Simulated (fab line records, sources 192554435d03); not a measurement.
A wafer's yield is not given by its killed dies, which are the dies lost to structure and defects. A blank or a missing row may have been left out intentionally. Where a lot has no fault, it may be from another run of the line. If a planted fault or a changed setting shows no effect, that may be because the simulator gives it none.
The tool behind it: which one? / flow n5-finfet / Sampling: 9 lots, 27 wafers, 8 of 1938 route steps

WHAT EACH GAUGE READ, for each wafer
N5_BEOL_M4_THK_MEAS_53: measures by xrf. Usual: M4_THK 40.2 nm, standard deviation 1.4.
lot=L244; measured=day 8 18:13; on=film-metro-02; M4_THK (nm)=42.6 39.1 40.3; flag=
lot=L248; measured=day 9 12:32; on=film-metro-01; M4_THK (nm)=41.9 40.7 39.8; flag=
lot=L253; measured=day 11 01:19; on=film-metro-01; M4_THK (nm)=300.0 298.0 295.3; flag=OFF
lot=L254; measured=day 11 09:03; on=film-metro-01; M4_THK (nm)=300.9 294.5 294.2; flag=OFF
lot=L255; measured=day 11 17:30; on=film-metro-01; M4_THK (nm)=292.6 293.1 294.5; flag=OFF
lot=L257; measured=day 12 12:13; on=film-metro-01; M4_THK (nm)=40.0 41.2 40.1; flag=
lot=L262; measured=day 13 10:25; on=film-metro-02; M4_THK (nm)=40.0 40.2 39.9; flag=
lot=L264; measured=day 14 01:53; on=film-metro-02; M4_THK (nm)=39.1 41.4 42.8; flag=
lot=L265; measured=day 14 02:16; on=film-metro-01; M4_THK (nm)=39.5 39.7 38.9; flag=

N5_BEOL_M4_RS_MEAS_58: measurement is done with a four-point probe. Usual: M4_RS 0.658 ohm/sq, standard deviation 0.028.
lot=L244; measured=day 8 18:39; on=film-metro-02; M4_RS (ohm/sq)=0.613 0.691 0.661; flag=
lot=L248; measured=day 9 12:47; on=film-metro-01; M4_RS (ohm/sq)=0.617 0.641 0.659; flag=
lot=L253; measured=day 11 01:37; on=film-metro-02; M4_RS (ohm/sq)=0.057 0.058 0.058; flag=OFF
lot=L254; measured=day 11 09:20; on=film-metro-02; M4_RS (ohm/sq)=0.057 0.058 0.058; flag=OFF
lot=L255; measured=day 11 17:46; on=film-metro-01; M4_RS (ohm/sq)=0.059 0.058 0.058; flag=OFF
lot=L257; measured=day 12 12:30; on=film-metro-01; M4_RS (ohm/sq)=0.659 0.633 0.657; flag=
lot=L262; measured=day 13 10:41; on=film-metro-01; M4_RS (ohm/sq)=0.665 0.662 0.669; flag=
lot=L264; measured=day 14 02:09; on=film-metro-02; M4_RS (ohm/sq)=0.686 0.640 0.614; flag=
lot=L265; measured=day 14 02:31; on=film-metro-02; M4_RS (ohm/sq)=0.665 0.659 0.676; flag=

N5_BEOL_M4_INSPECT_59: inspects for defects (darkfield). Usual: 66 for raw-defect-count, sd 23.
lot=L244; measured=day 8 18:41; on=defect-inspect-02; raw-defect-count=75 109 107; flag=
lot=L248; measured=day 9 12:49; on=defect-inspect-01; raw-defect-count=32 47 43; flag=
lot=L253; measured=day 11 01:38; on=defect-inspect-01; raw-defect-count=5106 5036 5090; flag=OFF
lot=L254; measured=day 11 09:22; on=defect-inspect-01; raw-defect-count=5113 5077 5036; flag=OFF
lot=L255; measured=day 11 17:47; on=defect-inspect-02; raw-defect-count=5185 5090 4957; flag=OFF
lot=L257; measured=day 12 12:31; on=defect-inspect-01; raw-defect-count=89 68 54; flag=
lot=L262; measured=day 13 10:43; on=defect-inspect-02; raw-defect-count=93 50 69; flag=
lot=L264; measured=day 14 02:10; on=defect-inspect-02; raw-defect-count=78 84 58; flag=
lot=L265; measured=day 14 02:33; on=defect-inspect-02; raw-defect-count=74 51 47; flag=

N5_BEOL_M4_RC_MEAS_101. Usual: DIBL_N 35.8 mV/V, standard deviation 1.6; DIBL_P 36.0 mV/V, standard deviation 1.9; IOFF_N 0.151 nA/um, standard deviation 0.029; IOFF_P 0.21 nA/um, standard deviation 0.037; ION_N 673 uA/um, standard deviation 12; ION_P 463 uA/um, standard deviation 7.3; SS_N 71.5 mV/dec, standard deviation 0.58; SS_P 73.2 mV/dec, standard deviation 0.61; VT_N 251 mV, standard deviation 3.3; VT_P -250 mV, standard deviation 3.3.
lot=L244; measured=day 8 18:42; on=prober-01; DIBL_N (mV/V)=36.8 35.3 34.1; DIBL_P (mV/V)=36.7 34.5 33.3; IOFF_N (nA/um)=0.151 0.128 0.108; IOFF_P (nA/um)=0.20 0.17 0.15; ION_N (uA/um)=668 657 652; ION_P (uA/um)=456 457 452; SS_N (mV/dec)=72.1 71.0 71.1; SS_P (mV/dec)=73.5 72.6 72.0; VT_N (mV)=253 254 257; VT_P (mV)=-252 -253 -253; flag=
lot=L248; measured=day 9 13:09; on=prober-02; DIBL_N (mV/V)=36.1 37.2 37.6; DIBL_P (mV/V)=36.8 37.7 38.2; IOFF_N (nA/um)=0.167 0.183 0.205; IOFF_P (nA/um)=0.26 0.29 0.31; ION_N (uA/um)=682 678 691; ION_P (uA/um)=469 469 478; SS_N (mV/dec)=71.8 71.8 72.7; SS_P (mV/dec)=73.0 73.2 73.7; VT_N (mV)=248 248 246; VT_P (mV)=-249 -244 -241; flag=
lot=L257; measured=day 12 12:33; on=prober-02; DIBL_N (mV/V)=36.8 38.9 37.2; DIBL_P (mV/V)=38.4 39.4 39.1; IOFF_N (nA/um)=0.179 0.191 0.189; IOFF_P (nA/um)=0.24 0.25 0.25; ION_N (uA/um)=691 688 680; ION_P (uA/um)=479 467 473; SS_N (mV/dec)=71.9 72.7 71.8; SS_P (mV/dec)=73.8 74.2 73.2; VT_N (mV)=248 248 246; VT_P (mV)=-248 -246 -246; flag=
lot=L262; measured=day 13 10:53; on=prober-01; DIBL_N (mV/V)=34.1 38.7 34.6; DIBL_P (mV/V)=35.2 39.7 37.3; IOFF_N (nA/um)=0.132 0.234 0.162; IOFF_P (nA/um)=0.18 0.26 0.22; ION_N (uA/um)=647 708 687; ION_P (uA/um)=459 469 470; SS_N (mV/dec)=71.3 72.9 72.3; SS_P (mV/dec)=73.8 74.2 73.6; VT_N (mV)=253 244 246; VT_P (mV)=-253 -247 -254; flag=
lot=L264; measured=day 14 02:12; on=prober-02; DIBL_N (mV/V)=38.5 35.4 36.8; DIBL_P (mV/V)=38.6 35.1 37.2; IOFF_N (nA/um)=0.170 0.135 0.166; IOFF_P (nA/um)=0.23 0.19 0.22; ION_N (uA/um)=670 671 679; ION_P (uA/um)=464 456 461; SS_N (mV/dec)=72.0 71.2 71.5; SS_P (mV/dec)=73.9 72.6 73.7; VT_N (mV)=251 250 250; VT_P (mV)=-251 -253 -249; flag=
lot=L265; measured=day 14 02:34; on=prober-01; DIBL_N (mV/V)=34.7 35.3 34.8; DIBL_P (mV/V)=35.1 36.0 35.4; IOFF_N (nA/um)=0.136 0.142 0.128; IOFF_P (nA/um)=0.19 0.21 0.20; ION_N (uA/um)=671 664 660; ION_P (uA/um)=457 459 456; SS_N (mV/dec)=70.9 71.9 71.4; SS_P (mV/dec)=72.2 73.1 72.6; VT_N (mV)=252 252 254; VT_P (mV)=-252 -251 -253; flag=

TOOL THAT RAN EACH LOT (tool first, then ch and the chambers of the sampled wafers, then the start)
lot=L244; N5_BEOL_M4_ALD_84=ald-metal-03 ch 0,2,3, day 8 14:55; N5_BEOL_M4_SPUTTER_86=pvd-sputter-01, day 8 16:19; N5_BEOL_M4_SPUTTER_96=pvd-sputter-01, day 8 17:25; N5_BEOL_M4_CMP_52=cmp-02 ch 2,3, day 8 17:55
lot=L248; N5_BEOL_M4_ALD_84=ald-metal-02 ch 0,2, day 9 08:54; N5_BEOL_M4_SPUTTER_86=pvd-sputter-01, day 9 10:37; N5_BEOL_M4_SPUTTER_96=pvd-sputter-01, day 9 11:43; N5_BEOL_M4_CMP_52=cmp-02 ch 0,3, day 9 12:14
lot=L253; N5_BEOL_M4_ALD_84=ald-metal-02 ch 1,3, day 10 22:04; N5_BEOL_M4_SPUTTER_86=pvd-sputter-02, day 10 23:26; N5_BEOL_M4_SPUTTER_96=pvd-sputter-02, day 11 00:32; N5_BEOL_M4_CMP_52=cmp-02 ch 0,1,3, day 11 01:01
lot=L254; N5_BEOL_M4_ALD_84=ald-metal-03 ch 0,1, day 11 05:53; N5_BEOL_M4_SPUTTER_86=pvd-sputter-01, day 11 07:10; N5_BEOL_M4_SPUTTER_96=pvd-sputter-01, day 11 08:16; N5_BEOL_M4_CMP_52=cmp-02 ch 1,2,3, day 11 08:47
lot=L255; N5_BEOL_M4_ALD_84=ald-metal-02 ch 1,2, day 11 14:18; N5_BEOL_M4_SPUTTER_86=pvd-sputter-03, day 11 15:37; N5_BEOL_M4_SPUTTER_96=pvd-sputter-03, day 11 16:43; N5_BEOL_M4_CMP_52=cmp-02 ch 0,2,3, day 11 17:14
lot=L257; N5_BEOL_M4_ALD_84=ald-metal-04 ch 0,3, day 12 09:08; N5_BEOL_M4_SPUTTER_86=pvd-sputter-01, day 12 10:19; N5_BEOL_M4_SPUTTER_96=pvd-sputter-01, day 12 11:25; N5_BEOL_M4_CMP_52=cmp-04 ch 0,2,3, day 12 11:59
lot=L262; N5_BEOL_M4_ALD_84=ald-metal-03 ch 0,1,2, day 13 07:11; N5_BEOL_M4_SPUTTER_86=pvd-sputter-03, day 13 08:32; N5_BEOL_M4_SPUTTER_96=pvd-sputter-03, day 13 09:38; N5_BEOL_M4_CMP_52=cmp-01 ch 0,2,3, day 13 10:10
lot=L264; N5_BEOL_M4_ALD_84=ald-metal-02 ch 0,3, day 13 22:36; N5_BEOL_M4_SPUTTER_86=pvd-sputter-03, day 13 23:59; N5_BEOL_M4_SPUTTER_96=pvd-sputter-03, day 14 01:05; N5_BEOL_M4_CMP_52=cmp-02 ch 0,1,3, day 14 01:37
lot=L265; N5_BEOL_M4_ALD_84=ald-metal-03 ch 1,3, day 13 22:51; N5_BEOL_M4_SPUTTER_86=pvd-sputter-01, day 14 00:22; N5_BEOL_M4_SPUTTER_96=pvd-sputter-01, day 14 01:28; N5_BEOL_M4_CMP_52=cmp-01 ch 1,2,3, day 14 02:02
- N5_BEOL_M4_ALD_84: deposits TaN, pulse time 2 s, purge time 3 s, co reactant purge time 2 s.
- N5_BEOL_M4_SPUTTER_86: material Cu, target thk 4.5 nm, time 8.29 s.
- N5_BEOL_M4_SPUTTER_96: material Cu, target thk 4.5 nm, time 8.29 s.
- N5_BEOL_M4_CMP_52: polishes, stops on SiOC, t overpolish 6.8 s, target thk 40 nm.

WHAT THE TOOLS THEMSELVES READ (means of the sampled wafers that have a number; where no wafer has one, the mark that the record gives instead)
N5_BEOL_M4_ALD_84. Usual: heater-power-w 401 W, standard deviation 42; precursor-vessel-pressure-torr 26.26 Torr, standard deviation 0.053.
lot=L244; tool=ald-metal-03; heater-power-w (W)=396; precursor-vessel-pressure-torr (Torr)=26.24; flag=
lot=L248; tool=ald-metal-02; heater-power-w (W)=394; precursor-vessel-pressure-torr (Torr)=26.35; flag=
lot=L253; tool=ald-metal-02; heater-power-w (W)=403; precursor-vessel-pressure-torr (Torr)=26.26; flag=
lot=L254; tool=ald-metal-03; heater-power-w (W)=409; precursor-vessel-pressure-torr (Torr)=26.30; flag=
lot=L255; tool=ald-metal-02; heater-power-w (W)=406; precursor-vessel-pressure-torr (Torr)=26.33; flag=
lot=L257; tool=ald-metal-04; heater-power-w (W)=377; precursor-vessel-pressure-torr (Torr)=26.26; flag=
lot=L262; tool=ald-metal-03; heater-power-w (W)=425; precursor-vessel-pressure-torr (Torr)=26.25; flag=
lot=L264; tool=ald-metal-02; heater-power-w (W)=393; precursor-vessel-pressure-torr (Torr)=26.29; flag=
lot=L265; tool=ald-metal-03; heater-power-w (W)=394; precursor-vessel-pressure-torr (Torr)=26.21; flag=

N5_BEOL_M4_SPUTTER_86. Usual: 29.9 % for throttle-valve-pct, sd 1.1.
lot=L244; tool=pvd-sputter-01; throttle-valve-pct (%)=29.8; flag=
lot=L248; tool=pvd-sputter-01; throttle-valve-pct (%)=28.9; flag=
lot=L253; tool=pvd-sputter-02; throttle-valve-pct (%)=30.6; flag=
lot=L254; tool=pvd-sputter-01; throttle-valve-pct (%)=30.0; flag=
lot=L255; tool=pvd-sputter-03; throttle-valve-pct (%)=29.7; flag=
lot=L257; tool=pvd-sputter-01; throttle-valve-pct (%)=30.0; flag=
lot=L262; tool=pvd-sputter-03; throttle-valve-pct (%)=29.0; flag=
lot=L264; tool=pvd-sputter-03; throttle-valve-pct (%)=29.7; flag=
lot=L265; tool=pvd-sputter-01; throttle-valve-pct (%)=30.8; flag=

N5_BEOL_M4_SPUTTER_96. Usual: 29.8 % for throttle-valve-pct, sd 1.1.
lot=L244; tool=pvd-sputter-01; throttle-valve-pct (%)=29.9; flag=
lot=L248; tool=pvd-sputter-01; throttle-valve-pct (%)=28.5; flag=
lot=L253; tool=pvd-sputter-02; throttle-valve-pct (%)=30.8; flag=
lot=L254; tool=pvd-sputter-01; throttle-valve-pct (%)=30.1; flag=
lot=L255; tool=pvd-sputter-03; throttle-valve-pct (%)=29.7; flag=
lot=L257; tool=pvd-sputter-01; throttle-valve-pct (%)=29.8; flag=
lot=L262; tool=pvd-sputter-03; throttle-valve-pct (%)=28.9; flag=
lot=L264; tool=pvd-sputter-03; throttle-valve-pct (%)=29.6; flag=
lot=L265; tool=pvd-sputter-01; throttle-valve-pct (%)=30.6; flag=

N5_BEOL_M4_CMP_52. Usual: barrier-field-endpoint-s 24.9 s, standard deviation 0.65; clearing-platen-down-force-psi 1.5002 psi, standard deviation 0.003; motor-current-A 5.8 A, standard deviation 0.5; overpolish-run-s 6.799 s, standard deviation 0.009; retaining-ring-pressure-frac 1.000, standard deviation 0.0048; time-to-endpoint-s 63 s, standard deviation 3.4.
lot=L244; tool=cmp-02; barrier-field-endpoint-s (s)=24.4; clearing-platen-down-force-psi (psi)=1.4988; motor-current-A (A)=5.8; overpolish-run-s (s)=6.800; retaining-ring-pressure-frac=1.001; time-to-endpoint-s (s)=65; flag=
lot=L248; tool=cmp-02; barrier-field-endpoint-s (s)=24.9; clearing-platen-down-force-psi (psi)=1.5010; motor-current-A (A)=5.9; overpolish-run-s (s)=6.799; retaining-ring-pressure-frac=0.999; time-to-endpoint-s (s)=67; flag=
lot=L253; tool=cmp-02; barrier-field-endpoint-s (s)=-; clearing-platen-down-force-psi (psi)=-; motor-current-A (A)=-; overpolish-run-s (s)=-; retaining-ring-pressure-frac=-; time-to-endpoint-s (s)=-; flag=OFF
lot=L254; tool=cmp-02; barrier-field-endpoint-s (s)=-; clearing-platen-down-force-psi (psi)=-; motor-current-A (A)=-; overpolish-run-s (s)=-; retaining-ring-pressure-frac=-; time-to-endpoint-s (s)=-; flag=OFF
lot=L255; tool=cmp-02; barrier-field-endpoint-s (s)=-; clearing-platen-down-force-psi (psi)=-; motor-current-A (A)=-; overpolish-run-s (s)=-; retaining-ring-pressure-frac=-; time-to-endpoint-s (s)=-; flag=OFF
lot=L257; tool=cmp-04; barrier-field-endpoint-s (s)=24.5; clearing-platen-down-force-psi (psi)=1.4994; motor-current-A (A)=5.9; overpolish-run-s (s)=6.790; retaining-ring-pressure-frac=0.998; time-to-endpoint-s (s)=64; flag=
lot=L262; tool=cmp-01; barrier-field-endpoint-s (s)=25.2; clearing-platen-down-force-psi (psi)=1.5011; motor-current-A (A)=5.4; overpolish-run-s (s)=6.800; retaining-ring-pressure-frac=1.001; time-to-endpoint-s (s)=63; flag=
lot=L264; tool=cmp-02; barrier-field-endpoint-s (s)=25.1; clearing-platen-down-force-psi (psi)=1.4994; motor-current-A (A)=5.8; overpolish-run-s (s)=6.789; retaining-ring-pressure-frac=0.998; time-to-endpoint-s (s)=65; flag=
lot=L265; tool=cmp-01; barrier-field-endpoint-s (s)=24.7; clearing-platen-down-force-psi (psi)=1.4999; motor-current-A (A)=5.4; overpolish-run-s (s)=6.793; retaining-ring-pressure-frac=1.003; time-to-endpoint-s (s)=62; flag=

THE ANSWER, worked out from the rows above alone
Rule: a lot is off if the mean of its wafers that have a number lies more than 3 standard deviations from the usual mean. A lot without any number at a reading at which 4 lots or more have one is off too. Where the step has rows for the other lots, those lots are counted as sound. First the gauges in route order, then the tools' own readings, where a lot's mean is used as printed above. At the first step where some lot is off, the reading lying furthest off is the one used; lots without a number count as furthest.
Off: L253, L254, L255, at N5_BEOL_M4_THK_MEAS_53 (M4_THK).
If a tool, at a process step before that reading, ran all the lots that are off and no sound lot after the first of them, it fits. The gauges at N5_BEOL_M4_THK_MEAS_53 aren't tried: what is off there is off at N5_BEOL_M4_INSPECT_59 too, on other tools, and a gauge's error can't cause that. Not one of the candidates tried fits.

WHAT THE SIMULATOR HAD PUT IN
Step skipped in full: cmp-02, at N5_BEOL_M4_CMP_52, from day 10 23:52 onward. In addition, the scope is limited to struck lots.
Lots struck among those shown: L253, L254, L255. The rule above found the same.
